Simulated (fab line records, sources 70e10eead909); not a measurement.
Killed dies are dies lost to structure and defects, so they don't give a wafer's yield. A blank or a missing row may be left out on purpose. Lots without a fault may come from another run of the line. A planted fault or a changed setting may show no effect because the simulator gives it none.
Chamber matching | flow nand_harc | NHARC_THIN_TSV_ETCHBACK_48 on rie_diel-10: 4 sister chambers
The step etches the open film in C4F8/Ar, target depth 1028.5 nm, time 405.17 s. 8 wafers are shown with their chamber, then 10 later ones without.

WAFERS WITH THEIR CHAMBER
wafer  | chamber | rf_vpp_V (V) | oes_product_au (a.u.)
L184.3 | 3       | 551          | 0.92
L184.4 | 0       | 547          | 0.93
L186.1 | 0       | 549          | 0.95
L185.1 | 1       | 541          | 1.01
L185.3 | 2       | 546          | 1.00
L185.5 | 1       | 542          | 1.01
L188.1 | 2       | 545          | 0.92
L188.4 | 3       | 549          | 0.94

WAFERS WITHOUT THEIR CHAMBER
wafer  | rf_vpp_V (V) | oes_product_au (a.u.)
L188.5 | 541          | 0.94
L189.1 | 541          | 0.93
L189.3 | 545          | 0.92
L189.4 | 548          | 0.93
L191.1 | 546          | 1.02
L191.5 | 550          | 1.00
L191.6 | 548          | 1.00
L190.1 | 541          | 0.93
L190.2 | 547          | 0.93
L190.3 | 549          | 0.93

WHICH CHAMBER EACH WENT THROUGH
wafer  | from the rows above          | in truth
L188.5 | can't be placed: 1 or 2      | 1
L189.1 | can't be placed: 1 or 2      | 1
L189.3 | can't be placed: 2 or 0      | 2
L189.4 | can't be placed: 0 or 3      | 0
L191.1 | can't be placed: 2 or 0 or 1 | 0
L191.5 | can't be placed: 3 or 0 or 2 | 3
L191.6 | can't be placed: 0 or 2 or 3 | 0
L190.1 | can't be placed: 1 or 2      | 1
L190.2 | can't be placed: 0 or 2 or 3 | 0
L190.3 | can't be placed: 3 or 0      | 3
Placed correctly: 0 of 10. Can't be placed from these rows: 10 (the true chamber is among the candidates in 10). Placed wrongly: 0.
How it was worked out, from the rows above alone: a wafer's distance from a chamber is the root of the sum, over the readings, of the square of ((its reading less the chamber's mean) divided by the reading's scatter). The wafer belongs to the nearest chamber; if the next one is less than 2 further off, it can't be placed. A chamber's mean is the mean of its shown wafers. The scatter: the root of (the sum of the squares of (reading less its chamber's mean) over the shown wafers, divided by (wafers less chambers)).
